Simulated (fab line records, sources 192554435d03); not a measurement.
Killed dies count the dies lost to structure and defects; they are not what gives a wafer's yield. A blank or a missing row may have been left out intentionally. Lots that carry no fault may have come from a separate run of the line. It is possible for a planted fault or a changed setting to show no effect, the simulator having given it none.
Matching of chambers ; flow n5_finfet ; 4 sister chambers for N5_BEOL_M14_TRENCH_ETCH_34 on rie_diel-03
The step etches SiO2 in C4F8/O2/Ar, target depth 556.65 nm, time 126.9 s. 16 wafers are shown with their chamber, then 8 later ones without.

WAFERS PAIRED WITH THEIR CHAMBERS
wafer;chamber;rf_vpp_V (V);throttle_valve_pct (%);showerhead_plenum_p_Torr (Torr)
L076.1;3;2181;31.21;3.69
L076.3;2;2281;31.57;3.46
L076.6;2;2281;31.56;3.46
L079.3;2;2281;31.55;3.46
L079.4;1;2220;30.93;3.44
L079.6;1;2222;30.93;3.44
L082.1;0;2221;30.96;3.53
L082.2;1;2221;30.94;3.43
L082.4;2;2282;31.56;3.45
L084.1;1;2220;30.93;3.43
L084.2;2;2281;31.57;3.45
L084.6;1;2219;30.93;3.43
L083.1;3;2182;31.22;3.68
L083.2;0;2222;30.93;3.53
L083.4;1;2220;30.93;3.43
L092.3;2;2280;31.58;3.44

SIGNATURES (means of the wafers above)
reading;chamber 0;chamber 1;chamber 2;chamber 3;scatter within a chamber
rf_vpp_V;2221.50;2220.33;2281.00;2181.50;0.833
throttle_valve_pct;30.9450;30.9317;31.5650;31.2150;0.00972
showerhead_plenum_p_Torr;3.5300;3.4333;3.4533;3.6850;0.00656
Rule: a wafer lies at a distance from a chamber equal to the root of the sum of squares, over the readings, of (its reading less the chamber's mean, divided by the reading's scatter). If the next closest chamber is less than 2 further off than the closest, the wafer can't be placed; otherwise it belongs to the closest. The scatter: the root of (the sum of the squares of (reading less its chamber's mean) over the shown wafers, divided by (wafers less chambers)).

WAFERS MISSING THEIR CHAMBER
wafer;rf_vpp_V (V);throttle_valve_pct (%);showerhead_plenum_p_Torr (Torr)
L092.4;2221;30.96;3.52
L092.6;2181;31.24;3.67
L095.2;2220;30.97;3.42
L095.3;2221;30.96;3.51
L095.4;2279;31.61;3.44
L096.2;2180;31.27;3.66
L096.3;2280;31.62;3.43
L096.4;2219;30.95;3.51

EACH ONE'S CHAMBER
wafer;from the rows above;in truth
L092.4;0;0
L092.6;3;3
L095.2;1;1
L095.3;0;0
L095.4;2;2
L096.2;3;3
L096.3;2;2
L096.4;0;0
Correctly placed: 8 of 8. Number that these rows cannot place: 0. Placed wrongly: 0.
